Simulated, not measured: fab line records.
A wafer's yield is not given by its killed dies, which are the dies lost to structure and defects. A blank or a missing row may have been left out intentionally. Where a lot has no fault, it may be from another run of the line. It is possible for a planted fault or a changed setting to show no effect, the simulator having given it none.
A lot that was struck, set against a sound lot    flow n5_finfet    22 steps out of a route of 1938
Sound: the wafers L840.2, L840.3, L840.5. The struck wafers were L839.1, L839.2, L839.3. The cause comes at the end.
At each step with rows: each side's tool, then ch and its chambers, then its first start. Under that, the readings that differ: sound wafers    struck wafers    difference of the means    sigmas: that difference in standard deviations of wafers without a fault.
alike: words and numbers the same on both sides, and readings whose means are apart by under 2 such deviations; not compared: readings that were withheld, readings missing a value for some wafer, numbers with overlapping values and no deviation given by the record, and bounds like >300 which may hide the same value.
The two part at a step that has a row with sigmas, a row that says differs or no value, or rows on one side only. When numbers do not overlap yet have no deviation, they are printed without sigmas and do not part them. A reading missing from all wafers of one side parts the sides only when that side holds two or more wafers.

first, 8 steps without rows for these wafers: N5_BEOL_M11_DEVELOP_10 (develop time 30 s); N5_BEOL_M11_DESCUM_16 (chemistry O2, time 7.9 s); N5_BEOL_M11_ETCH_61 (etches SiARC in CF4, target depth 39 nm, time 65 s); N5_BEOL_M11_ETCH_62 (etches SOC in N2/H2, target depth 110 nm, overetch 22 nm, time 165 s); N5_BEOL_M11_STRIP_68 (strips in N2/H2); N5_BEOL_M11_STRIP_67 (strips in CF4); N5_BEOL_M11_HM_OPEN_17 (chemistry Cl2/BCl3, target TiN, target depth 20 nm, overetch 6 nm); N5_BEOL_M11_STRIP_19 (strips in O2).
N5_BEOL_M11_COAT_63: time 60 s, resist thk 100 nm.
  sound on litho_track-02 ch 0, day 15 07:20; struck on litho_track-04 ch 0, day 14 19:26
reading                                    sound                 struck                difference  sigmas
spin_speed_rpm (rpm)                       1499.0 1499.3 1500.3  1259.8 1260.0 1258.9  -240.0      -99 or more
model.SOC_of_BEOL_M11_COAT_63.thk_nm (nm)  100.2 100 100.2       109.2 109.4 109.8     +9.3        
  alike: heater_power_total_W
then, 9 steps without rows for these wafers: N5_BEOL_M11_COAT_64 (time 60 s, resist thk 30 nm); N5_BEOL_M11_COAT_22 (resist thk 90 nm); N5_BEOL_M11_EBR_24; N5_BEOL_M11_SOFTBAKE_23 (time 60 s); N5_BEOL_M11_EXPOSE_25 (exposes mask V10); N5_BEOL_M11_PEB_26 (peb time 60 s); N5_BEOL_M11_DEVELOP_27 (develop time 30 s); N5_BEOL_M11_DESCUM_33 (chemistry O2, time 7.9 s); N5_BEOL_M11_ETCH_65 (etches SiARC in CF4, target depth 39 nm, time 65 s).
N5_BEOL_M11_ETCH_66: etches SOC in N2/H2, target depth 120 nm, overetch 24 nm, time 180 s.
  sound on rie_diel-04 ch 1,2, day 15 07:54; struck on rie_diel-03 ch 1,2,3, day 14 19:59
reading                      sound              struck             difference  sigmas
drypump_motor_current_A (A)  4.8 5.4 4.8        6.0 6.2 6.1        +1.1        +2
model.etch.depth_nm (nm)     100.2 99.96 100.3  109.3 109.3 109.8  +9.3        
  alike: h2_flow_sccm, oes_product_au, rf_vpp_V, showerhead_plenum_p_Torr, throttle_valve_pct
  not compared: rf_hours_counter_h
then, 1 step without rows for these wafers: N5_BEOL_M11_STRIP_69 (strips in N2/H2).
N5_BEOL_M11_VIA_ETCH_34: etches SiCOH lowk in C4F6/O2, target depth 184.5 nm, time 69.2 s.
  sound on rie_diel-04 ch 1,2, day 15 08:01; struck on rie_diel-03 ch 1,2,3, day 14 20:06
reading                                    sound         struck             difference  sigmas
drypump_motor_current_A (A)                4.8 5.4 4.8   6.0 6.2 6.1        +1.1        +2
model.SOC_of_BEOL_M11_COAT_63.thk_nm (nm)  92.4 92 92.4  101.2 101.4 101.6  +9.1        
  alike: mfc_ar_sccm, oes_product_au, rf_vpp_V, showerhead_plenum_p_Torr, throttle_valve_pct
  not compared: rf_hours_counter_h
then, 1 step without rows for these wafers: N5_BEOL_M11_STRIP_73 (strips in C4F6/O2).

== WHERE THEY PART ==
At N5_BEOL_M11_COAT_63 first; at N5_BEOL_M11_VIA_ETCH_34 last (within this record only).

WHY: whatever the simulator had introduced
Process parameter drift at N5_BEOL_M11_COAT_63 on litho_track-04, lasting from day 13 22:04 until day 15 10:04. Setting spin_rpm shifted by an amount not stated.
